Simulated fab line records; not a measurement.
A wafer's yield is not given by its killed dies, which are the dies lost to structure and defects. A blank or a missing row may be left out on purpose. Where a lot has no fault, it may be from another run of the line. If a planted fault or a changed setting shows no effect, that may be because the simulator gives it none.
The tool behind it: which one? / flow nand-harc / Sampling: 14 lots, 42 wafers, 6 of 1159 route steps

WHAT THE GAUGES SHOWED, per wafer
NHARC_A_SOURCE_PLATE_INSPECT_08.
lot=L705; measured=day 7 22:28; on=defect-inspect-01; raw-defect-count=78 47 68
lot=L706; measured=day 7 22:30; on=defect-inspect-02; raw-defect-count=84 117 44
lot=L708; measured=day 7 22:31; on=defect-inspect-01; raw-defect-count=27 40 42
lot=L707; measured=day 8 04:16; on=defect-inspect-02; raw-defect-count=102 49 65
lot=L710; measured=day 8 10:26; on=defect-inspect-02; raw-defect-count=49 52 46
lot=L712; measured=day 9 08:45; on=defect-inspect-02; raw-defect-count=52 40 39
lot=L711; measured=day 9 08:46; on=defect-inspect-02; raw-defect-count=61 46 82
lot=L713; measured=day 9 08:47; on=defect-inspect-01; raw-defect-count=53 41 43
lot=L714; measured=day 9 18:56; on=defect-inspect-01; raw-defect-count=30 33 47
lot=L720; measured=day 10 18:05; on=defect-inspect-02; raw-defect-count=41 53 43
lot=L717; measured=day 10 18:06; on=defect-inspect-02; raw-defect-count=54 43 69
lot=L719; measured=day 11 05:19; on=defect-inspect-01; raw-defect-count=69 52 34
lot=L726; measured=day 12 19:01; on=defect-inspect-02; raw-defect-count=79 56 22
lot=L728; measured=day 13 06:05; on=defect-inspect-02; raw-defect-count=81 62 49

NHARC_A_ONON_D1_THK_MEAS_02: measures by ellipsometry.
lot=L705; measured=day 7 23:04; on=film-metro-01; thk-nm (nm)=1006 1006 1006
lot=L706; measured=day 7 23:04; on=film-metro-02; thk-nm (nm)=1003 1003 1002
lot=L708; measured=day 7 23:07; on=film-metro-01; thk-nm (nm)=997 996 996
lot=L707; measured=day 8 04:50; on=film-metro-01; thk-nm (nm)=997 997 996
lot=L710; measured=day 8 11:01; on=film-metro-02; thk-nm (nm)=1018 1021 1021
lot=L712; measured=day 9 09:20; on=film-metro-01; thk-nm (nm)=1003 1002 1002
lot=L711; measured=day 9 09:21; on=film-metro-02; thk-nm (nm)=1008 1010 1008
lot=L713; measured=day 9 09:41; on=film-metro-02; thk-nm (nm)=1011 1010 1011
lot=L714; measured=day 9 19:31; on=film-metro-02; thk-nm (nm)=1005 1007 1006
lot=L720; measured=day 10 18:40; on=film-metro-02; thk-nm (nm)=998 999 999
lot=L717; measured=day 10 18:41; on=film-metro-01; thk-nm (nm)=1014 1015 1014
lot=L719; measured=day 11 06:09; on=film-metro-01; thk-nm (nm)=986 987 987
lot=L726; measured=day 12 19:35; on=film-metro-01; thk-nm (nm)=993 995 994
lot=L728; measured=day 13 06:39; on=film-metro-02; thk-nm (nm)=994 995 993

NHARC_A_ONON_D1_THK_MEAS_18: measures by ellipsometry.
lot=L705; measured=day 8 09:25; on=film-metro-01; thk-nm (nm)=991 991 991
lot=L706; measured=day 8 09:26; on=film-metro-02; thk-nm (nm)=1000 1001 1003
lot=L708; measured=day 8 09:25; on=film-metro-02; thk-nm (nm)=982 983 982
lot=L707; measured=day 8 16:51; on=film-metro-01; thk-nm (nm)=1003 1005 1003
lot=L710; measured=day 8 20:40; on=film-metro-01; thk-nm (nm)=993 993 994
lot=L712; measured=day 9 19:44; on=film-metro-01; thk-nm (nm)=1005 1005 1005
lot=L711; measured=day 9 19:52; on=film-metro-02; thk-nm (nm)=1005 1005 1005
lot=L713; measured=day 9 19:44; on=film-metro-02; thk-nm (nm)=996 995 998
lot=L714; measured=day 10 05:47; on=film-metro-02; thk-nm (nm)=1013 1012 1016
lot=L720; measured=day 11 04:02; on=film-metro-02; thk-nm (nm)=1001 999 1000
lot=L717; measured=day 11 04:24; on=film-metro-01; thk-nm (nm)=1010 1009 1009
lot=L719; measured=day 11 18:35; on=film-metro-01; thk-nm (nm)=1000 998 1000
lot=L726; measured=day 13 04:58; on=film-metro-01; thk-nm (nm)=987 986 986
lot=L728; measured=day 13 16:56; on=film-metro-02; thk-nm (nm)=993 993 993

NHARC_A_ONON_D1_THK_MEAS_21: measures by ellipsometry.
lot=L705; measured=day 8 09:59; on=film-metro-01; thk-nm (nm)=997 995 997
lot=L706; measured=day 8 09:59; on=film-metro-01; thk-nm (nm)=1004 1002 1001
lot=L708; measured=day 8 10:01; on=film-metro-02; thk-nm (nm)=986 985 984
lot=L707; measured=day 8 17:25; on=film-metro-01; thk-nm (nm)=987 985 988
lot=L710; measured=day 8 21:13; on=film-metro-02; thk-nm (nm)=992 992 992
lot=L712; measured=day 9 20:18; on=film-metro-01; thk-nm (nm)=990 990 989
lot=L711; measured=day 9 20:26; on=film-metro-01; thk-nm (nm)=995 993 995
lot=L713; measured=day 9 20:17; on=film-metro-02; thk-nm (nm)=996 996 996
lot=L714; measured=day 10 06:22; on=film-metro-02; thk-nm (nm)=1017 1020 1019
lot=L720; measured=day 11 04:45; on=film-metro-01; thk-nm (nm)=1568 1570 1569
lot=L717; measured=day 11 05:06; on=film-metro-02; thk-nm (nm)=1598 1598 1598
lot=L719; measured=day 11 19:11; on=film-metro-01; thk-nm (nm)=1007 1006 1005
lot=L726; measured=day 13 05:32; on=film-metro-02; thk-nm (nm)=1011 1011 1012
lot=L728; measured=day 13 17:29; on=film-metro-02; thk-nm (nm)=997 995 997

NHARC_END_SORT_01.
lot=L712; measured=day 20 15:04; on=prober-02; killed-at-array=33 38 37; killed-at-other=0 0 0; killed-at-periphery=1 0 1; killed-dies=34 38 38; killed-open=4 3 6; killed-short=1 1 1
lot=L711; measured=day 20 19:29; on=prober-01; killed-at-array=15 23 24; killed-at-other=0 0 0; killed-at-periphery=1 4 4; killed-dies=16 27 28; killed-open=2 2 1; killed-short=0 5 1
lot=L720; measured=day 23 03:07; on=prober-01; killed-at-array=669 672 669; killed-at-other=4 1 4; killed-at-periphery=4 4 4; killed-dies=677 677 677; killed-open=9 2 4; killed-short=1 2 2
lot=L717; measured=day 22 17:40; on=prober-02; killed-at-array=673 674 673; killed-at-other=0 0 0; killed-at-periphery=4 3 4; killed-dies=677 677 677; killed-open=2 2 3; killed-short=3 1 2

EACH LOT AND THE TOOL THAT RAN IT (in order: tool; ch and the chambers of the sampled wafers; start)
lot=L705; NHARC_A_ONON_D1_DEP_19=pecvd-onon-01 ch 0, day 8 09:28
lot=L706; NHARC_A_ONON_D1_DEP_19=pecvd-onon-04 ch 0, day 8 09:29
lot=L708; NHARC_A_ONON_D1_DEP_19=pecvd-onon-03 ch 0, day 8 09:29
lot=L707; NHARC_A_ONON_D1_DEP_19=pecvd-onon-01 ch 0, day 8 16:54
lot=L710; NHARC_A_ONON_D1_DEP_19=pecvd-onon-01 ch 0, day 8 20:43
lot=L712; NHARC_A_ONON_D1_DEP_19=pecvd-onon-01 ch 0, day 9 19:50
lot=L711; NHARC_A_ONON_D1_DEP_19=pecvd-onon-03 ch 0, day 9 19:56
lot=L713; NHARC_A_ONON_D1_DEP_19=pecvd-onon-04 ch 0, day 9 19:47
lot=L714; NHARC_A_ONON_D1_DEP_19=pecvd-onon-01 ch 0, day 10 05:50
lot=L720; NHARC_A_ONON_D1_DEP_19=pecvd-onon-01 ch 0, day 11 04:21
lot=L717; NHARC_A_ONON_D1_DEP_19=pecvd-onon-01 ch 0, day 11 04:42
lot=L719; NHARC_A_ONON_D1_DEP_19=pecvd-onon-04 ch 0, day 11 18:39
lot=L726; NHARC_A_ONON_D1_DEP_19=pecvd-onon-04 ch 0, day 13 05:02
lot=L728; NHARC_A_ONON_D1_DEP_19=pecvd-onon-03 ch 0, day 13 16:59
- NHARC_A_ONON_D1_DEP_19: target thk 1000 nm.

WHAT THE TOOLS THEMSELVES READ (means of the sampled wafers that have a number; where no wafer has one, the mark that the record gives instead)
The record holds no such reading with a usual standard deviation.

THE ANSWER, worked out from the rows above alone
Rule: the lots themselves supply what counts as usual. Put in order of their means at a reading, lots are off if they are a third of the lots or fewer, leave a main group of 4 or more, and stand apart from it by a gap of 3 or more times the standard deviation of the main group's means; of several such gaps the widest counts. A main group whose means are all the same, to the digits that the tables above print for the reading, isn't used. A lot without any number at a reading at which 4 lots or more have one is off too. The other lots that the step has rows for count as sound. First the gauges in route order, then the tools' own readings, where a lot's mean is used as printed above. At the first step where some lot is off, the reading lying furthest off is the one used; lots without a number count as furthest.
Off at NHARC_A_ONON_D1_THK_MEAS_21 (thk-nm): L720, L717. Main group: mean 998 nm, sd 9.6.
A tool fits if, at a process step before that reading, it ran every lot that is off, and no sound lot after the first of them. The gauges at NHARC_A_ONON_D1_THK_MEAS_21 are tried like those tools. One fits: pecvd-onon-01 at NHARC_A_ONON_D1_DEP_19. A fault onset in the window from L714 (day 10 05:50, its last sound lot) to L720 (day 11 04:21, its first lot off) fits.

WHAT THE SIMULATOR HAD INSERTED
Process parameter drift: pecvd-onon-01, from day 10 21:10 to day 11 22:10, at NHARC_A_ONON_D1_DEP_19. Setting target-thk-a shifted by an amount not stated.
Struck lots among those shown: L720, L717. The same result came from the rule above.
